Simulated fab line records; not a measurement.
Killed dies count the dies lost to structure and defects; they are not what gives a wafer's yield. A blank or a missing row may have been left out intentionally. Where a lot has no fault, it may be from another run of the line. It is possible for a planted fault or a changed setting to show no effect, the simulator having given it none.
fab line records -- flow nandHarc -- part 2 of 2: steps 26 to 36 of 36
record lots=5, wafers=15, lastDay=31
route steps=1302 shown P_CONTACT@248 P_M0@253 P_M1@285
lots that met no fault: taken from a fault-free run of the same line
startH: the number of hours between the record's first day and the start of the first shown wafer of the lot -- waitH: hours elapsed since this lot's preceding step -- " as in the row above -- L1.1+2: a single row standing in for several wafers -- - either no value or no given start -- * or withheld: withheld -- < > ~ a bound
route shown NAME@n: NAME is a module with steps in the file, n the number in the route of the first one -- usual: the fault-free wafers' mean and standard deviation -- same: alike in all rows -- chamber/n: place in a boat -- sites: per-site readings -- _std_site: the standard deviation of these -- _edge_site: inner sites' mean taken away from outer sites' mean -- radiusMm: for every site, how far away it sits from the centre of the wafer -- mask NAME#n: copy n -- behind: the most recent tool/chamber to have shaped the wafer -- hold: cause of the lot's hold/its duration in hours/its outcome -- device: which transistor (n, p or np) failed to switch -- end of line: tests of these same wafers at the route's end -- a step given without rows: its recipe and nothing more -- killed: count of dies lost to structure and defects at first sort (not the wafer's yield) -- map: the dies of a wafer, with x for killed, . for not killed, _ for no die there
set.NAME: the run value of the setting; set.NAME@STEP: its run value at that earlier step -- model.NAME: the simulator's own value behind a step, which no gauge read
certain route steps with their lots: each step a table, each wafer a row
services: when a tool's chamber went out of use (startH, in hours from the record's first day, below 0 if earlier), for how many hours, and the reason
## steps
# step NHARC_P_M0_PVD_20
# recipe targetThkA=50, biasV=168.6, powerW=15000, chamberPressurePa=0.12, timeS=8.06, substrateTempC=50, material=TaN
# usual throttleValvePct=29.2/1.2
lot.wafer,tool,chamber,startH,waitH,throttleValvePct
L076.3,pvdSputter-01,-,-,-,30.0
L076.4,pvdSputter-01,-,-,-,27.5
L076.1,pvdSputter-01,-,-,-,27.2
L077.3,pvdSputter-02,-,-,-,28.7
L077.6,pvdSputter-02,-,-,-,29.5
L077.5,pvdSputter-02,-,-,-,30.2
L088.2,pvdSputter-01,-,-,-,30.2
L088.5,pvdSputter-01,-,-,-,30.3
L088.6,pvdSputter-01,-,-,-,28.0
L091.2,pvdSputter-01,-,-,-,29.2
L091.1,pvdSputter-01,-,-,-,30.2
L091.4,pvdSputter-01,-,-,-,26.9
L093.1,pvdSputter-01,-,-,-,27.9
L093.4,pvdSputter-01,-,-,-,30.2
L093.5,pvdSputter-01,-,-,-,28.0
# step NHARC_P_M0_PVD_21
# recipe targetThkA=300, chamberPressurePa=5, powerW=5000, substrateTempC=30, timeS=20.49, material=Cu
# usual throttleValvePct=29.2/1.1
lot.wafer,tool,chamber,startH,waitH,throttleValvePct
L076.4,pvdSputter-01,-,-,-,27.1
L076.3,pvdSputter-01,-,-,-,29.9
L076.1,pvdSputter-01,-,-,-,30.3
L077.3,pvdSputter-02,-,-,-,30.4
L077.5,pvdSputter-02,-,-,-,28.9
L077.6,pvdSputter-02,-,-,-,28.9
L088.2,pvdSputter-01,-,-,-,29.4
L088.5,pvdSputter-01,-,-,-,27.8
L088.6,pvdSputter-01,-,-,-,27.2
L091.4,pvdSputter-01,-,-,-,29.3
L091.1,pvdSputter-01,-,-,-,30.4
L091.2,pvdSputter-01,-,-,-,27.2
L093.1,pvdSputter-01,-,-,-,27.0
L093.4,pvdSputter-01,-,-,-,29.2
L093.5,pvdSputter-01,-,-,-,28.9
# step NHARC_P_M0_ECD_22
# recipe targetThkA=4000, bathTempC=25, material=Cu
lot.wafer,tool,chamber,startH,waitH
L076.1+4+3,ecdCu-01,"1,1,0",142.60,-
L077.3+5+6,ecdCu-01,"0,1,0",148.82,-
L088.2+5+6,ecdCu-02,"0,1,0",269.60,-
L091.2+1+4,ecdCu-02,"0,1,0",286.93,-
L093.1+4+5,ecdCu-02,"0,1,1",312.94,-
# step NHARC_P_M0_ANNEAL_30
# recipe tempC=225, timeS=90
# usual wafer_temp_C_max=225.9/0.33
lot.wafer,tool,chamber,startH,waitH,wafer_temp_C_max
L076.1,rtpAnneal-01,0,142.98,0.3,226.4
L076.3,rtpAnneal-01,0,142.98,0.3,226.2
L076.4,rtpAnneal-01,0,142.98,0.3,226.5
L077.3,rtpAnneal-02,0,149.16,0.3,226.1
L077.5,rtpAnneal-02,0,149.16,0.3,225.8
L077.6,rtpAnneal-02,0,149.16,0.3,225.7
L088.2,rtpAnneal-02,0,269.99,0.3,225.4
L088.5,rtpAnneal-02,0,269.99,0.3,225.5
L088.6,rtpAnneal-02,0,269.99,0.3,225.6
L091.1,rtpAnneal-02,0,287.30,-,226.0
L091.2,rtpAnneal-02,0,287.30,-,225.8
L091.4,rtpAnneal-02,0,287.30,-,225.9
L093.1,rtpAnneal-01,0,313.27,-,226.3
L093.4,rtpAnneal-01,0,313.27,-,226.0
L093.5,rtpAnneal-01,0,313.27,-,226.3
# step NHARC_P_M0_CMP_23
# recipe tOverpolishS=20, targetThkNm=117.54
# usual edgeZonePressureFrac=1.000/0.0053, motorCurrentA=12.0/1.3, retainingRingPressureFrac=1.000/0.0048, slurryFlowMlMin=150.0/0.46, timeToEndpointS=28.4/2.7
lot.wafer,tool,chamber,startH,waitH,edgeZonePressureFrac,motorCurrentA,retainingRingPressureFrac,slurryFlowMlMin,timeToEndpointS
L076.4,cmp-02,2,143.33,-,0.996,10.9,0.996,150.9,31.0
L076.3,cmp-02,0,143.33,-,1.003,9.9,1.004,149.9,27.2
L076.1,cmp-02,1,143.33,-,1.002,12.8,1.001,150.0,32.1
L077.3,cmp-02,2,149.40,-,1.002,11.1,1.005,149.4,29.7
L077.5,cmp-02,2,149.40,-,1.013,10.7,1.003,149.7,27.5
L077.6,cmp-02,3,149.40,-,1.000,14.7,1.003,149.5,28.6
L088.2,cmp-02,3,270.31,-,0.999,14.5,1.001,149.8,30.6
L088.5,cmp-02,2,270.31,-,1.001,11.3,0.995,149.8,28.6
L088.6,cmp-02,3,270.31,-,0.993,14.4,1.000,150.7,29.5
L091.1,cmp-03,1,287.68,-,1.008,11.0,1.007,149.2,28.9
L091.2,cmp-03,2,287.68,-,1.009,10.9,1.001,149.3,27.3
L091.4,cmp-03,3,287.68,-,0.999,13.3,0.998,150.3,26.1
L093.1,cmp-02,3,313.61,-,1.002,13.7,1.001,149.5,29.9
L093.4,cmp-02,0,313.61,-,0.993,10.1,1.000,150.0,25.3
L093.5,cmp-02,0,313.61,-,1.000,10.8,0.994,149.7,26.0
# step NHARC_P_M0_THK_MEAS_24
# recipe thkMeasGauge=xrf
# usual thkNm=117.4/1.6
lot.wafer,tool,chamber,startH,waitH,thkNm
L076.1,filmMetro-02,-,143.64,-,118.2
L076.3,filmMetro-02,-,143.64,-,119.2
L076.4,filmMetro-02,-,143.64,-,119.7
L077.3,filmMetro-01,-,149.72,-,118.1
L077.5,filmMetro-01,-,149.72,-,119.0
L077.6,filmMetro-01,-,149.72,-,117.6
L088.2,filmMetro-01,-,270.59,-,118.5
L088.5,filmMetro-01,-,270.59,-,116.0
L088.6,filmMetro-01,-,270.59,-,120.4
L091.1,filmMetro-01,-,287.96,-,118.3
L091.2,filmMetro-01,-,287.96,-,117.3
L091.4,filmMetro-01,-,287.96,-,115.5
L093.1,filmMetro-01,-,313.92,-,118.0
L093.4,filmMetro-01,-,313.92,-,119.2
L093.5,filmMetro-01,-,313.92,-,117.6
# step NHARC_P_M0_SRD_25
lot.wafer,tool,chamber,startH,waitH
L076.1+4+3,wetBench-10,"1,3,4",143.68,0.0
L077.3+6+5,wetBench-08,"1,2,3",149.76,0.0
L088.2+6+5,wetBench-08,"4,5,6",270.65,0.1
L091.4+1+2,wetBench-08,"4,5,7",288.01,0.0
L093.4+1+5,wetBench-08,"6,7,0",313.97,0.0
# step NHARC_P_M0_INSPECT_27
# usual rawDefectCount=282/120
lot.wafer,tool,chamber,startH,waitH,rawDefectCount
L076.1,defectInspect-02,-,143.80,0.0,158
L076.3,defectInspect-02,-,143.80,0.0,256
L076.4,defectInspect-02,-,143.80,0.0,213
L077.3,defectInspect-01,-,149.88,0.0,155
L077.5,defectInspect-01,-,149.88,0.0,175
L077.6,defectInspect-01,-,149.88,0.0,299
L088.2,defectInspect-01,-,270.75,0.0,100
L088.5,defectInspect-01,-,270.75,0.0,103
L088.6,defectInspect-01,-,270.75,0.0,134
L091.1,defectInspect-01,-,288.12,0.0,312
L091.2,defectInspect-01,-,288.12,0.0,408
L091.4,defectInspect-01,-,288.12,0.0,321
L093.1,defectInspect-02,-,314.10,0.0,212
L093.4,defectInspect-02,-,314.10,0.0,325
L093.5,defectInspect-02,-,314.10,0.0,329
# step NHARC_P_M0_PRE_CLEAN_31
# recipe timeS=12, tempC=370, rfPowerW=300, gas=NH3
# usual heaterPowerW=644/72, susceptorTempC=369.99/0.23
lot.wafer,tool,chamber,startH,waitH,heaterPowerW,susceptorTempC
L076.1,pecvd-02,1,143.88,0.1,781,370.03
L076.3,pecvd-02,2,143.88,0.1,666,370.25
L076.4,pecvd-02,2,143.88,0.1,651,369.73
L077.3,pecvd-02,1,149.97,0.1,750,370.12
L077.6,pecvd-02,0,149.97,0.1,613,369.45
L077.5,pecvd-02,1,149.97,0.1,747,370.12
L088.2,pecvd-03,2,270.85,0.1,717,370.04
L088.6,pecvd-03,0,270.85,0.1,545,370.00
L088.5,pecvd-03,2,270.85,0.1,740,369.97
L091.1,pecvd-01,0,288.19,0.1,612,369.99
L091.2,pecvd-01,2,288.19,0.1,705,369.92
L091.4,pecvd-01,0,288.19,0.1,598,370.17
L093.1,pecvd-03,2,314.16,0.1,646,369.84
L093.5,pecvd-03,0,314.16,0.1,640,369.82
L093.4,pecvd-03,1,314.16,0.1,547,370.34
# step NHARC_P_M0_DEP_32
# recipe targetThkA=300, tempC=370, targetThkNm=30, pressureTorr=3, flowSccm=200, rfW=450, material=SiCN
# usual heaterPowerW=590/77, susceptorTempC=369.98/0.21
lot.wafer,tool,chamber,startH,waitH,heaterPowerW,susceptorTempC
L076.1,pecvd-02,1,143.99,0.1,639,369.99
L076.3,pecvd-02,2,143.99,0.1,535,369.97
L076.4,pecvd-02,2,143.99,0.1,532,369.99
L077.3,pecvd-02,1,150.11,0.1,639,369.71
L077.6,pecvd-02,0,150.11,0.1,622,370.26
L077.5,pecvd-02,1,150.11,0.1,648,370.13
L088.2,pecvd-03,2,270.98,0.1,695,370.36
L088.6,pecvd-03,0,270.98,0.1,536,369.88
L088.5,pecvd-03,2,270.98,0.1,696,370.32
L091.1,pecvd-01,0,288.27,0.1,580,370.01
L091.2,pecvd-01,2,288.27,0.1,617,370.05
L091.4,pecvd-01,0,288.27,0.1,579,369.84
L093.1,pecvd-03,2,314.24,0.1,668,369.91
L093.5,pecvd-03,0,314.24,0.1,554,370.03
L093.4,pecvd-03,1,314.24,0.1,477,370.33
# step NHARC_P_M1_DEP_00
# recipe targetThkA=1825, targetThkNm=182.5, tempC=withheld, pressureTorr=5, flowSccm=200, rfW=600, material=SiOC
lot.wafer,tool,chamber,startH,waitH
L076.1+3+4,pecvd-01,"2,1,2",144.36,-
L077.3+6+5,pecvd-03,"1,2,1",150.52,-
L088.2+6+5,pecvd-03,"2,0,1",-,-
L091.1+2+4,pecvd-03,"1,2,2",288.73,-
L093.1+4+5,pecvd-02,"1,1,0",314.66,-
## services
tool,chamber,startH,hours,kind
cmp-02,-,129.20,0.6,repair
pecvd-01,-,130.08,13.0,pm
rieDiel-06,-,130.20,9.0,pm
cmp-02,-,134.55,4.0,pm
cmp-02,-,143.89,4.2,repair
pvdSputter-01,-,144.54,1.9,repair
lithoTrack-01,-,155.00,7.0,pm
rieDiel-06,2,157.15,7.4,repair
pecvd-03,1,158.90,13.6,repair
pecvd-03,-,177.07,1.3,repair
lithoTrack-06,-,179.00,7.0,pm
pecvd-01,1,181.38,3.8,repair
pecvd-01,-,182.49,1.7,repair
pecvd-03,-,185.00,13.0,pm
pvdSputter-01,-,192.34,3.2,repair
cmp-02,-,200.60,12.3,repair
pvdSputter-01,-,226.00,10.0,pm
pecvd-02,-,227.33,13.0,pm
cmp-02,-,232.70,4.0,pm
rieDiel-06,0,251.14,10.7,repair
pecvd-02,2,260.19,131.5,repair
rieDiel-06,-,307.20,9.0,pm
pecvd-01,-,311.08,13.0,pm
cmp-02,-,314.10,0.7,repair
